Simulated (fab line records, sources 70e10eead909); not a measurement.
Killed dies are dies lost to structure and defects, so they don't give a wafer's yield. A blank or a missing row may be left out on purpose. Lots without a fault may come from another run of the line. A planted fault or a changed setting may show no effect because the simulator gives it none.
fab line records | flow nand_harc
record lots=24 wafers=72 last_day=24
route steps=1159 shown P_GATE@143 P_M0@266 P_M1@305 P_BONDPAD@352
lots that met no fault: from a run of the same line without faults
start_h: hours from the record's first day to the start of the lot's first wafer shown | wait_h: hours since the lot's step before | " the same as in the row above | L1.1+2: a row that stands for several wafers | - no value, or no start given | * or withheld: withheld | < > ~ a bound
route shown NAME@n: a module of which the file shows steps, and the number in the route of the first | usual: mean/standard deviation of fault-free wafers | same: alike in all rows | chamber/n: place in a boat | sites: the reading at each site | _std_site: their standard deviation | _edge_site: outer sites' mean less inner sites' | radius_mm: how far each site lies from the wafer's centre | mask NAME#n: copy n | behind: the tool/chamber that last shaped the wafer | hold: why the lot was held/for how many hours/how that ended | device: the transistor (n, p or np) that didn't switch | end of line: the same wafers' tests at the end of the route | a step without rows: its recipe alone | killed: dies lost to structure and defects at the first sort, not the wafer's yield | map: a wafer's dies, x killed, . not, _ none there
set.NAME: the setting as run; set.NAME@STEP: as run at that earlier step | model.NAME: the simulator's own value behind a step, which no gauge read
steps of the route over a sample of lots; a table a step, a row a wafer
services: from which hour (start_h, from the record's first day; less than 0 if before it) a tool's chamber was out of use, for how many hours, and why
## steps
# step NHARC_P_GATE_INSPECT_28
# usual raw_defect_count=5.8/2.7
# columns lot.wafer tool chamber start_h wait_h raw_defect_count
L074.2 defect_inspect-02 - 86.01 0.0 6
L074.3 " - " " 3
L074.6 " - " " 5
L076.2 defect_inspect-01 - 104.59 0.0 9
L076.5 " - " " 8
L076.6 " - " " 8
L075.3 defect_inspect-01 - 104.82 0.0 6
L075.4 " - " " 3
L075.5 " - " " 8
L077.3 defect_inspect-01 - 113.54 0.0 10
L077.5 " - " " 7
L077.6 " - " " 4
L078.3 defect_inspect-01 - 114.21 0.0 5
L078.4 " - " " 2
L078.5 " - " " 5
L080.1 defect_inspect-01 - 121.34 0.0 7
L080.5 " - " " 4
L080.6 " - " " 4
L079.2 defect_inspect-02 - 122.11 0.0 8
L079.3 " - " " 8
L079.6 " - " " 3
L081.1 defect_inspect-02 - 130.63 0.0 9
L081.2 " - " " 6
L081.6 " - " " 2
L082.2 defect_inspect-01 - 142.19 0.0 1
L082.4 " - " " 7
L082.6 " - " " 7
L083.2 defect_inspect-01 - 142.35 0.0 6
L083.3 " - " " 4
L083.4 " - " " 5
L084.1 defect_inspect-01 - 155.13 0.0 12
L084.5 " - " " 12
L084.6 " - " " 12
L087.2 defect_inspect-02 - 167.66 0.0 7
L087.3 " - " " 7
L087.5 " - " " 6
L085.1 defect_inspect-01 - 167.81 0.0 6
L085.5 " - " " 5
L085.6 " - " " 4
L086.2 defect_inspect-01 - 167.97 0.0 5
L086.3 " - " " 5
L086.5 " - " " 11
L089.2 defect_inspect-02 - 176.47 0.0 3
L089.3 " - " " 4
L089.5 " - " " 9
L088.2 defect_inspect-02 - 176.99 0.0 4
L088.4 " - " " 5
L088.5 " - " " 7
L090.1 defect_inspect-02 - 185.30 0.0 9
L090.3 " - " " 9
L090.5 " - " " 3
L091.1 defect_inspect-02 - 185.79 0.0 9
L091.5 " - " " 5
L091.6 " - " " 4
L092.1 defect_inspect-01 - 198.70 0.0 4
L092.4 " - " " 6
L092.6 " - " " 7
L093.2 defect_inspect-02 - 198.73 0.0 1
L093.3 " - " " 10
L093.6 " - " " 9
L094.1 defect_inspect-02 - 206.12 0.0 5
L094.3 " - " " 6
L094.5 " - " " 7
L095.3 defect_inspect-02 - 216.68 0.0 3
L095.5 " - " " 5
L095.6 " - " " 2
L096.1 defect_inspect-01 - 216.84 0.0 2
L096.2 " - " " 5
L096.3 " - " " 8
L097.2 defect_inspect-01 - 232.97 0.0 4
L097.3 " - " " 7
L097.5 " - " " 7
# step NHARC_P_M0_DESCUM_14
# recipe time_s=3 o2_flow_sccm=200 ar_flow_sccm=0 bias_power_w=0 chemistry=O2
# usual drypump_motor_current_A=5.7/0.49 oes_product_au=0.997/0.0075 rf_vpp_V=57.9/0.94 showerhead_plenum_p_Torr=1.94/0.083 throttle_valve_pct=11.312/0.0086
# columns lot.wafer tool chamber start_h wait_h drypump_motor_current_A oes_product_au rf_hours_counter_h rf_vpp_V showerhead_plenum_p_Torr throttle_valve_pct
L074.2 rie_diel-02 1 119.11 0.1 6.1 1.002 9 58.0 1.82 11.306
L074.3 " 0 " " 5.5 1.016 10 59.0 1.80 11.306
L074.6 " 1 " " 6.1 1.000 - 55.2 1.82 11.324
L076.2 rie_diel-13 1 131.44 0.1 6.8 1.005 1 58.1 1.99 11.307
L076.6 " 1 " " 6.8 1.009 - 58.0 1.98 11.314
L076.5 " 2 " " 5.2 0.995 - 57.3 2.00 11.311
L075.4 rie_diel-06 3 131.68 0.1 5.0 0.992 5 59.4 1.94 11.312
L075.3 " 0 " " 5.9 0.983 4 57.8 1.99 11.321
L075.5 " 3 " " 5.0 1.002 - 58.6 1.94 11.299
L078.3 rie_diel-02 0 139.64 0.1 5.5 0.997 11 56.0 1.80 11.324
L078.4 " 3 " " 5.5 1.000 12 57.8 1.87 11.307
L078.5 " 1 " " 6.1 1.004 - 56.8 1.82 11.321
L077.3 rie_diel-02 1 144.46 0.1 6.1 1.001 12 55.4 1.82 11.322
L077.6 " 0 " " 5.5 1.012 - 57.3 1.80 11.328
L077.5 " 1 " " 6.0 1.003 - 57.5 1.82 11.307
L080.1 rie_diel-02 2 145.41 0.1 6.1 0.999 12 58.1 1.94 11.313
L080.6 " 0 " " 5.5 0.993 - 57.6 1.80 11.324
L080.5 " 1 " " 6.1 1.013 - 58.7 1.82 11.319
L079.2 rie_diel-13 1 146.27 0.1 6.8 1.005 3 57.1 1.98 11.311
L079.3 " 3 " " 6.5 1.002 2 58.2 1.99 11.302
L079.6 " 1 " " 6.8 1.012 - 57.6 1.98 11.327
L081.2 rie_diel-06 1 156.55 0.1 6.1 0.989 6 58.9 2.00 11.329
L081.1 " 0 " " 5.9 0.994 6 58.2 1.99 11.307
L081.6 " 1 " " 6.1 0.999 - 57.0 2.00 11.318
L083.2 rie_diel-02 0 166.78 0.1 5.5 0.994 1 58.0 1.80 11.307
L083.3 " 1 " " 6.1 1.000 1 56.6 1.82 11.312
L083.4 " 2 " " 6.1 0.991 1 59.7 1.94 11.311
L082.4 rie_diel-06 0 171.79 0.1 5.9 0.984 7 58.0 1.99 11.301
L082.2 " 3 " " 5.0 1.001 7 58.2 1.94 11.323
L082.6 " 1 " " 6.2 1.000 - 59.0 2.00 11.315
L084.1 rie_diel-02 2 180.76 0.1 6.1 1.008 2 58.1 1.94 11.330
L084.6 " 3 " " 5.5 0.990 - 57.9 1.87 11.301
L084.5 " 0 " " 5.5 0.995 - 56.9 1.80 11.303
L087.2 rie_diel-06 0 192.60 0.1 5.9 0.988 8 58.3 1.98 11.312
L087.3 " 1 " " 6.1 0.997 8 57.8 2.00 11.314
L087.5 " 2 " " 5.6 0.996 - 58.9 2.06 11.323
L085.1 rie_diel-06 2 193.13 0.1 5.6 1.006 8 58.7 2.06 11.305
L085.5 " 2 " " 5.6 1.001 - 58.8 2.06 11.309
L085.6 " 3 " " 5.0 0.989 - 58.0 1.94 11.311
L086.3 rie_diel-02 1 193.95 0.1 6.1 1.003 2 58.4 1.82 11.312
L086.2 " 3 " " 5.5 0.987 2 56.5 1.87 11.310
L086.5 " 1 " " 6.1 1.000 - 57.8 1.82 11.319
L089.2 rie_diel-06 0 209.69 0.1 5.9 0.980 9 56.5 1.98 11.325
L089.3 " 3 " " 5.0 0.987 10 59.3 1.94 11.306
L089.5 " 1 " " 6.1 1.000 - 59.0 2.00 11.313
L088.4 rie_diel-06 3 210.23 0.1 5.0 0.996 10 59.3 1.94 11.329
L088.2 " 1 " " 6.1 0.993 10 56.6 2.00 11.316
L088.5 " 3 " " 5.0 1.005 - 57.4 1.94 11.300
L091.1 rie_diel-02 1 216.18 0.1 6.1 0.996 4 56.5 1.82 11.306
L091.5 " 1 " " 6.1 1.009 - 56.7 1.82 11.308
L091.6 " 2 " " 6.0 1.007 - 57.3 1.94 11.313
L090.3 rie_diel-06 3 217.12 0.1 5.0 0.989 10 59.0 1.94 11.309
L090.1 " 0 " " 5.9 0.987 10 58.1 1.98 11.333
L090.5 " 0 " " 5.9 0.992 - 57.9 1.98 11.326
L093.3 rie_diel-06 0 223.23 0.1 6.0 0.981 10 58.7 1.98 11.299
L093.2 " 1 " " 6.2 0.994 10 58.2 2.00 11.308
L093.6 " 0 " " 6.0 0.982 - 58.3 1.98 11.321
L092.4 rie_diel-06 3 223.89 0.1 5.0 0.996 10 58.8 1.94 11.316
L092.1 " 0 " " 6.0 0.980 10 58.4 1.98 11.313
L092.6 " 2 " " 5.6 0.990 - 57.1 2.06 11.311
L094.3 rie_diel-02 2 235.10 0.1 6.0 1.007 5 57.3 1.94 11.314
L094.1 " 3 " " 5.5 1.010 6 58.4 1.87 11.314
L094.5 " 3 " " 5.5 1.001 - 58.3 1.87 11.312
L095.3 rie_diel-13 2 241.03 0.1 5.2 0.994 9 59.3 2.00 11.305
L095.5 " 3 " " 6.5 0.994 - 58.3 1.99 11.297
L095.6 " 0 " " 4.8 1.007 - 58.1 1.84 11.303
L096.1 rie_diel-13 2 241.62 0.1 5.2 1.002 9 58.7 2.00 11.297
L096.2 " 3 " " 6.5 0.991 9 58.6 1.98 11.312
L096.3 " 0 " " 4.8 0.999 10 58.1 1.84 11.306
L097.2 rie_diel-06 0 258.38 0.1 6.0 0.993 0 57.2 1.98 11.312
L097.3 " 2 " " 5.6 0.999 0 58.7 2.06 11.310
L097.5 " 3 " " 5.0 0.988 - 57.0 1.94 11.315
# step NHARC_P_M0_CMP_23
# recipe t_overpolish_s=20 target_thk_nm=117.53
# usual motor_current_A=13.0/1.5 retaining_ring_pressure_frac=1.000/0.0049 slurry_filter_dp_kPa=13.50/0.13 time_to_endpoint_s=28.5/2
# columns lot.wafer tool chamber start_h wait_h motor_current_A retaining_ring_pressure_frac slurry_filter_dp_kPa time_to_endpoint_s
L074.3 cmp-04 1 121.11 - 15.3 0.996 13.49 28.2
L074.2 " 0 " " 14.5 1.002 13.48 25.6
L074.6 " 1 " " 14.8 0.995 13.59 24.5
L076.2 cmp-04 3 133.53 - 11.5 1.000 13.44 27.3
L076.6 " 0 " " 14.5 0.995 13.82 27.5
L076.5 " 1 " " 15.1 1.002 13.60 27.0
L075.3 cmp-03 1 133.88 - 13.4 0.996 13.56 29.6
L075.4 " 2 " " 10.5 0.989 13.40 29.3
L075.5 " 1 " " 14.2 1.000 13.49 31.2
L078.4 cmp-03 1 141.70 - 14.2 1.000 13.66 28.0
L078.3 " 2 " " 10.5 0.999 13.63 28.4
L078.5 " 2 " " 10.8 0.994 13.46 28.3
L077.3 cmp-03 3 146.63 - 13.3 1.001 13.75 31.0
L077.6 " 3 " " 13.3 1.000 13.53 30.8
L077.5 " 0 " " 14.5 0.998 13.64 28.4
L080.1 cmp-04 0 147.59 - 15.4 0.997 13.84 26.3
L080.6 " 2 " " 11.4 1.003 13.63 28.6
L080.5 " 3 " " 11.6 1.004 13.23 25.8
L079.2 cmp-04 3 148.39 - 11.8 1.000 13.45 26.6
L079.3 " 2 " " 11.3 1.004 13.28 27.0
L079.6 " 3 " " 10.9 0.994 13.47 25.7
L081.2 cmp-01 3 158.65 - 12.9 1.005 13.53 31.0
L081.1 " 0 " " 12.9 1.002 13.52 26.9
L081.6 " 1 " " 12.6 1.008 13.25 29.3
L083.2 cmp-01 2 168.80 - 11.9 1.003 13.57 24.9
L083.3 " 3 " " 12.7 0.994 13.59 26.8
L083.4 " 1 " " 12.2 1.003 13.34 26.1
L082.2 cmp-01 3 173.79 - 12.4 0.991 13.49 29.3
L082.4 " 2 " " 11.5 1.007 13.52 28.9
L082.6 " 0 " " 13.7 0.995 13.44 29.1
L084.1 cmp-03 2 182.82 - 10.6 0.995 13.48 24.7
L084.6 " 0 " " 15.3 1.010 13.51 24.9
L084.5 " 1 " " 13.3 0.996 13.44 25.6
L087.3 cmp-01 1 194.72 - 12.3 1.006 13.54 32.0
L087.2 " 2 " " 11.8 1.001 13.54 29.0
L087.5 " 0 " " 13.0 1.000 13.18 30.4
L085.1 cmp-04 0 195.16 - 16.0 0.999 13.42 31.0
L085.6 " 0 " " 15.0 1.005 13.37 30.3
L085.5 " 1 " " 14.6 1.006 13.64 30.3
L086.3 cmp-04 3 196.02 - 11.8 0.999 13.62 29.1
L086.2 " 0 " " 14.6 0.998 13.43 25.3
L086.5 " 3 " " 11.1 1.006 13.77 29.5
L089.3 cmp-04 1 212.00 - 14.1 0.994 13.51 31.1
L089.2 " 0 " " 15.1 1.013 13.46 31.0
L089.5 " 2 " " 10.8 1.004 13.34 31.1
L088.2 cmp-01 0 212.62 - 13.6 0.992 13.34 27.8
L088.4 " 1 " " 12.4 1.002 13.56 30.4
L088.5 " 0 " " 13.6 1.003 13.54 26.8
L091.1 cmp-01 1 218.26 - 12.3 1.008 13.88 30.0
L091.6 " 2 " " 12.2 1.000 13.64 30.0
L091.5 " 3 " " 13.7 1.004 13.43 30.2
L090.1 cmp-03 2 219.14 - 10.0 1.002 13.58 26.9
L090.3 " 3 " " 14.4 0.995 13.60 28.4
L090.5 " 3 " " 13.4 0.998 13.49 31.3
L093.2 cmp-04 2 225.27 - 11.3 1.004 13.39 28.1
L093.3 " 0 " " 14.5 0.992 13.42 26.1
L093.6 " 2 " " 11.6 0.999 13.56 29.1
L092.1 cmp-01 3 225.94 - 13.2 0.999 13.60 30.4
L092.4 " 1 " " 11.7 0.996 13.48 32.9
L092.6 " 2 " " 12.0 1.004 13.30 29.5
L094.1 cmp-04 3 237.18 - 11.8 0.990 13.50 27.5
L094.3 " 0 " " 14.9 0.997 13.55 26.0
L094.5 " 1 " " 14.8 0.992 13.35 27.3
L095.3 cmp-03 2 243.06 - 10.1 1.007 13.60 26.7
L095.5 " 1 " " 13.6 0.995 13.64 27.4
L095.6 " 2 " " 9.9 0.997 13.53 28.5
L096.1 cmp-01 0 243.63 - 13.1 0.998 13.58 27.4
L096.3 " 2 " " 12.3 0.993 13.51 28.5
L096.2 " 3 " " 13.5 1.003 13.33 32.4
L097.2 cmp-03 2 260.43 - 10.1 1.001 13.62 29.5
L097.3 " 0 " " 15.0 1.002 13.54 28.8
L097.5 " 3 " " 13.6 0.990 13.62 33.0
# step NHARC_P_M1_DEGAS_29
# recipe temp_c=250 time_s=60
# usual heater_power_w=337/35
# columns lot.wafer tool chamber start_h wait_h heater_power_w
L074.3 pvd_sputter-01 - 124.18 - 301
L074.2 " - " " 293
L074.6 " - " " 311
L076.2 pvd_sputter-02 - 136.64 - 308
L076.6 " - " " 317
L076.5 " - " " 333
L075.4 pvd_sputter-03 - 136.99 - 370
L075.3 " - " " 320
L075.5 " - " " 313
L078.3 pvd_sputter-01 - 145.14 - 294
L078.4 " - " " 320
L078.5 " - " " 383
L077.3 pvd_sputter-01 - 149.59 - 291
L077.5 " - " " 292
L077.6 " - " " 316
L080.1 pvd_sputter-02 - 150.64 - 318
L080.6 " - " " 340
L080.5 " - " " 331
L079.3 pvd_sputter-03 - 151.34 - 366
L079.2 " - " " 307
L079.6 " - " " 365
L081.2 pvd_sputter-03 - 161.68 - 363
L081.1 " - " " 317
L081.6 " - " " 358
L083.2 pvd_sputter-03 - 171.91 - 410
L083.4 " - " " 373
L083.3 " - " " 320
L082.4 pvd_sputter-02 - 177.02 - 327
L082.2 " - " " 332
L082.6 " - " " 337
L084.1 pvd_sputter-01 - 185.96 - 388
L084.6 " - " " 299
L084.5 " - " " 375
L087.3 pvd_sputter-03 - 199.44 - 314
L087.2 " - " " 319
L087.5 " - " " 409
L085.1 pvd_sputter-01 - 199.60 - 380
L085.6 " - " " 302
L085.5 " - " " 377
L086.3 pvd_sputter-02 - 200.02 - 334
L086.2 " - " " 325
L086.5 " - " " 314
L089.3 pvd_sputter-03 - 215.16 - 319
L089.2 " - " " 314
L089.5 " - " " 305
L088.2 pvd_sputter-01 - 215.78 - 379
L088.4 " - " " 310
L088.5 " - " " 307
L091.1 pvd_sputter-03 - 221.42 - 371
L091.6 " - " " 312
L091.5 " - " " 413
L090.1 pvd_sputter-03 - 222.10 - 310
L090.3 " - " " 362
L090.5 " - " " 316
L093.2 pvd_sputter-03 - 228.31 - 357
L093.3 " - " " 407
L093.6 " - " " 365
L092.4 pvd_sputter-01 - 228.92 - 319
L092.1 " - " " 373
L092.6 " - " " 320
L094.1 pvd_sputter-01 - 240.34 - 308
L094.3 " - " " 377
L094.5 " - " " 304
L095.3 pvd_sputter-01 - 246.07 - 318
L095.6 " - " " 315
L095.5 " - " " 304
L096.2 pvd_sputter-03 - 247.06 - 313
L096.3 " - " " 312
L096.1 " - " " 414
L097.3 pvd_sputter-01 - 263.53 - 302
L097.2 " - " " 379
L097.5 " - " " 300
# step NHARC_P_BONDPAD_CMP_32
# recipe target_thk_nm=200 material=SiCN
# usual motor_current_A=13.1/1.4 retaining_ring_pressure_frac=1.000/0.0051 slurry_filter_dp_kPa=13.49/0.14
# columns lot.wafer tool chamber start_h wait_h motor_current_A retaining_ring_pressure_frac slurry_filter_dp_kPa
L074.3 cmp-03 1 131.31 - 13.6 0.996 13.37
L074.2 " 2 " " 10.3 1.002 13.57
L074.6 " 0 " " 13.8 0.998 13.64
L076.2 cmp-02 2 143.65 0.5 11.4 1.002 13.56
L076.5 " 0 " " 12.0 0.999 13.36
L076.6 " 1 " " 12.9 0.992 13.60
L075.3 cmp-02 2 144.08 0.4 11.5 1.001 13.52
L075.4 " 3 " " 13.1 1.005 13.48
L075.5 " 1 " " 12.8 1.000 13.29
L078.3 cmp-04 1 152.03 - 14.9 1.006 13.34
L078.4 " 2 " " 12.0 1.000 13.42
L078.5 " 1 " " 14.7 0.995 13.60
L077.3 cmp-02 1 156.40 - 12.6 1.006 13.30
L077.5 " 3 " " 12.8 0.996 13.61
L077.6 " 0 " " 12.0 0.997 13.28
L080.1 cmp-02 1 157.45 - 12.6 0.994 13.66
L080.5 " 2 " " 11.8 0.993 13.47
L080.6 " 3 " " 12.5 0.995 13.46
L079.2 cmp-04 1 158.09 - 13.9 1.004 13.55
L079.3 " 2 " " 11.1 1.002 13.40
L079.6 " 1 " " 15.1 0.997 13.59
L081.1 cmp-04 1 168.88 - 14.9 1.006 13.59
L081.2 " 2 " " 11.7 0.993 13.35
L081.6 " 0 " " 14.9 1.003 13.57
L083.2 cmp-04 3 178.65 - 12.1 0.998 13.43
L083.3 " 0 " " 14.8 1.005 13.52
L083.4 " 1 " " 14.5 0.997 13.62
L082.4 cmp-04 3 183.89 - 12.0 1.001 13.55
L082.2 " 2 " " 11.9 1.003 13.42
L082.6 " 0 " " 14.5 0.994 13.21
L084.1 cmp-02 3 192.96 - 12.9 0.996 13.26
L084.5 " 2 " " 11.3 1.007 13.48
L084.6 " 3 " " 12.5 1.001 13.52
L087.3 cmp-02 0 206.39 0.3 12.2 0.991 13.34
L087.2 " 3 " " 11.5 0.994 13.49
L087.5 " 1 " " 12.6 1.001 13.56
L085.1 cmp-03 0 206.78 - 13.7 1.004 13.53
L085.6 " 0 " " 14.7 0.996 13.51
L085.5 " 1 " " 14.1 1.003 13.48
L086.2 cmp-03 1 207.69 0.5 14.5 1.005 13.57
L086.3 " 3 " " 13.0 1.002 13.67
L086.5 " 0 " " 14.9 0.998 13.58
L089.2 cmp-04 0 222.29 - 14.4 1.002 13.27
L089.3 " 1 " " 14.7 0.989 13.74
L089.5 " 0 " " 15.3 1.000 13.36
L088.4 cmp-04 3 222.66 - 12.7 1.002 13.46
L088.2 " 0 " " 14.4 0.996 13.38
L088.5 " 3 " " 11.8 1.006 13.66
L091.1 cmp-03 3 228.17 - 13.1 1.001 13.53
L091.5 " 0 " " 15.0 1.005 13.72
L091.6 " 1 " " 14.3 0.996 13.32
L090.3 cmp-03 3 228.96 - 13.2 1.004 13.74
L090.1 " 1 " " 13.5 0.997 13.63
L090.5 " 3 " " 12.9 1.001 13.38
L093.3 cmp-04 2 235.52 - 11.9 1.003 13.38
L093.2 " 0 " " 15.2 1.004 13.58
L093.6 " 2 " " 11.6 1.010 13.49
L092.1 cmp-02 3 235.66 - 12.6 1.000 13.64
L092.4 " 2 " " 11.3 0.994 13.22
L092.6 " 3 " " 12.8 1.011 13.32
L094.3 cmp-03 2 247.64 - 10.2 1.003 13.69
L094.1 " 3 " " 12.7 1.010 13.21
L094.5 " 1 " " 13.2 0.997 13.58
L095.3 cmp-04 0 252.86 - 13.9 1.004 13.42
L095.5 " 0 " " 15.3 0.996 13.18
L095.6 " 1 " " 14.9 1.005 13.57
L096.3 cmp-03 3 253.74 - 13.5 0.994 13.68
L096.2 " 0 " " 14.8 1.004 13.46
L096.1 " 2 " " 10.2 0.997 13.65
L097.3 cmp-04 0 270.25 - 16.0 1.001 13.47
L097.2 " 1 " " 15.1 1.003 13.53
L097.5 " 3 " " 12.1 0.995 13.48
# step NHARC_P_BONDPAD_ETCH_37
# recipe target_depth_a=600 overetch_a=180 time_s=65.91 ion_energy_ev=200 n2_flow_sccm=150 h2_flow_sccm=150 ar_flow_sccm=0 rf_w=400 bias_w=150 chemistry=N2/H2
# usual drypump_motor_current_A=5.6/0.52 n2_flow_sccm=150.1/0.45 oes_product_au=0.999/0.0064 rf_vpp_V=431.9/2.7 showerhead_plenum_p_Torr=2.09/0.092 throttle_valve_pct=14.170/0.0089
# columns lot.wafer tool chamber start_h wait_h drypump_motor_current_A n2_flow_sccm oes_product_au rf_hours_counter_h rf_vpp_V showerhead_plenum_p_Torr throttle_valve_pct
L074.2 rie_diel-04 0 132.41 0.1 5.4 150.1 0.996 1 434.1 2.17 14.162
L074.3 " 2 " " 5.3 151.0 0.998 1 430.4 2.05 14.169
L074.6 " 3 " " 6.5 150.6 0.992 - 431.0 2.06 14.178
L076.2 rie_diel-04 2 144.62 0.1 5.3 150.1 0.990 3 430.7 2.05 14.190
L076.5 " 3 " " 6.5 149.8 1.005 - 432.2 2.06 14.180
L076.6 " 0 " " 5.3 150.1 1.001 - 434.0 2.17 14.176
L075.4 rie_diel-04 3 145.59 0.1 6.5 149.7 1.010 3 431.5 2.06 14.178
L075.3 " 2 " " 5.3 149.7 0.998 3 430.9 2.05 14.179
L075.5 " 3 " " 6.5 149.5 1.004 - 430.6 2.06 14.169
L078.4 rie_diel-12 1 153.00 0.1 5.2 150.3 0.994 42 433.0 2.16 14.176
L078.3 " 2 " " 4.9 149.5 1.011 40 426.8 1.91 14.174
L078.5 " 3 " " 5.4 150.0 1.011 - 425.5 1.88 14.182
L077.3 rie_diel-04 0 157.48 0.1 5.4 150.1 1.004 3 434.3 2.17 14.182
L077.6 " 0 " " 5.4 150.2 0.997 - 434.8 2.17 14.178
L077.5 " 1 " " 5.3 149.5 0.991 - 435.4 2.19 14.156
L080.1 rie_diel-04 2 158.49 0.1 5.3 150.4 1.003 4 432.0 2.05 14.180
L080.5 " 1 " " 5.3 150.3 0.999 - 434.7 2.19 14.177
L080.6 " 2 " " 5.3 150.5 0.998 - 432.0 2.05 14.178
L079.2 rie_diel-04 1 159.06 0.1 5.3 150.2 0.994 4 434.6 2.19 14.175
L079.3 " 3 " " 6.5 149.2 0.994 4 432.0 2.06 14.185
L079.6 " 2 " " 5.3 149.5 0.988 - 431.1 2.05 14.176
L081.1 rie_diel-04 0 170.00 0.1 5.3 150.3 0.991 5 433.4 2.17 14.165
L081.2 " 2 " " 5.3 150.0 0.997 6 430.1 2.05 14.179
L081.6 " 0 " " 5.4 150.8 0.999 - 434.8 2.17 14.165
L083.4 rie_diel-04 3 179.74 0.1 6.5 149.7 0.998 7 431.4 2.06 14.161
L083.3 " 1 " " 5.3 149.9 0.999 6 432.8 2.18 14.167
L083.2 " 2 " " 5.3 150.3 0.991 7 430.7 2.05 14.174
L082.4 rie_diel-04 0 185.02 0.1 5.3 149.5 0.998 7 434.4 2.17 14.168
L082.2 " 3 " " 6.5 149.9 1.005 8 431.9 2.06 14.176
L082.6 " 0 " " 5.3 150.3 1.008 - 433.7 2.17 14.163
L084.1 rie_diel-12 0 194.07 0.1 5.6 150.6 1.002 53 426.2 1.88 14.177
L084.5 " 2 " " 4.9 149.5 1.009 - 427.4 1.90 14.181
L084.6 " 3 " " 5.4 151.0 1.006 - 427.0 1.88 14.177
L087.3 rie_diel-04 3 207.38 0.1 6.6 150.1 1.017 9 431.1 2.06 14.179
L087.2 " 0 " " 5.3 150.8 1.000 9 435.1 2.17 14.171
L087.5 " 0 " " 5.3 150.3 1.003 - 434.8 2.17 14.163
L085.1 rie_diel-04 1 207.92 0.1 5.3 149.9 1.003 9 434.9 2.18 14.173
L085.6 " 2 " " 5.3 150.0 1.005 - 429.1 2.05 14.159
L085.5 " 3 " " 6.5 150.1 1.011 - 430.4 2.06 14.172
L086.2 rie_diel-04 0 208.94 0.2 5.4 149.2 0.993 10 432.3 2.17 14.152
L086.3 " 2 " " 5.3 149.6 0.997 10 432.6 2.05 14.171
L086.5 " 0 " " 5.3 149.4 0.998 - 433.6 2.17 14.166
L089.2 rie_diel-04 2 223.29 0.1 5.3 149.9 0.999 11 430.9 2.05 14.169
L089.3 " 0 " " 5.3 149.7 0.989 11 433.9 2.17 14.167
L089.5 " 3 " " 6.5 149.9 1.010 - 432.3 2.06 14.174
L088.2 rie_diel-04 1 223.81 0.1 5.3 150.7 1.000 10 434.8 2.18 14.180
L088.4 " 3 " " 6.5 150.3 1.011 12 431.4 2.06 14.162
L088.5 " 0 " " 5.4 150.2 0.994 - 433.8 2.17 14.166
L091.1 rie_diel-10 0 229.24 0.1 5.6 149.3 1.017 22 428.0 1.99 14.170
L091.5 " 2 " " 5.3 149.6 0.998 - 427.5 1.93 14.156
L091.6 " 3 " " 5.0 150.1 0.999 - 428.6 2.01 14.181
L090.3 rie_diel-04 3 229.95 0.1 6.5 149.7 0.985 12 432.2 2.06 14.152
L090.1 " 1 " " 5.3 150.6 0.991 11 434.9 2.18 14.180
L090.5 " 2 " " 5.3 149.5 0.991 - 432.3 2.05 14.158
L093.2 rie_diel-04 1 236.54 0.1 5.3 150.2 1.001 11 434.1 2.18 14.173
L093.3 " 0 " " 5.4 149.7 0.995 12 435.0 2.17 14.159
L093.6 " 2 " " 5.3 150.2 0.997 - 430.1 2.05 14.165
L092.1 rie_diel-12 2 236.77 0.1 4.8 149.6 1.006 8 426.5 1.90 14.172
L092.4 " 0 " " 5.6 150.1 1.004 10 436.4 2.21 14.176
L092.6 " 2 " " 4.8 149.9 1.001 - 426.8 1.90 14.167
L094.3 rie_diel-12 1 248.88 0.1 5.2 149.4 1.001 13 435.4 2.15 14.176
L094.1 " 3 " " 5.4 150.1 1.005 12 436.1 2.21 14.177
L094.5 " 0 " " 5.5 150.6 1.006 - 435.5 2.21 14.172
L095.3 rie_diel-04 3 253.99 0.1 6.5 149.7 1.009 14 433.1 2.06 14.171
L095.5 " 2 " " 5.3 149.9 0.998 - 432.1 2.05 14.163
L095.6 " 3 " " 6.5 150.6 1.002 - 430.9 2.06 14.180
L096.3 rie_diel-04 3 254.73 0.1 6.5 148.9 0.994 14 432.3 2.06 14.172
L096.2 " 0 " " 5.3 150.2 1.005 14 434.4 2.17 14.158
L096.1 " 1 " " 5.2 150.9 0.991 13 434.5 2.18 14.167
L097.2 rie_diel-04 2 271.35 0.1 5.3 150.0 1.001 15 432.5 2.05 14.174
L097.3 " 0 " " 5.4 149.8 0.998 16 433.7 2.17 14.191
L097.5 " 3 " " 6.5 149.5 1.001 - 430.6 2.06 14.166
## services
# columns tool chamber start_h hours kind
cmp-04 - 95.31 0.3 repair
pvd_sputter-03 - 102.00 10.0 pm
cmp-04 - 105.08 4.0 pm
cmp-01 - 109.96 2.0 repair
rie_diel-04 - 111.90 9.0 pm
cmp-03 - 126.18 1.3 repair
rie_diel-06 3 140.28 4.9 repair
cmp-01 - 146.72 1.0 repair
rie_diel-02 - 150.70 9.0 pm
cmp-03 - 156.16 4.0 pm
pvd_sputter-01 - 158.00 10.0 pm
cmp-03 - 163.31 1.1 repair
rie_diel-04 1 164.15 6.1 repair
cmp-04 - 165.70 1.1 repair
cmp-03 - 166.27 9.4 repair
cmp-01 - 167.05 1.3 repair
rie_diel-02 - 172.14 0.6 repair
pvd_sputter-03 - 202.88 5.0 repair
cmp-04 - 203.08 4.0 pm
cmp-03 - 211.65 0.4 repair
rie_diel-06 - 241.20 9.0 pm
rie_diel-02 - 244.49 1.0 repair
cmp-03 - 248.51 3.3 repair
cmp-03 - 254.16 4.0 pm
## key
fault none
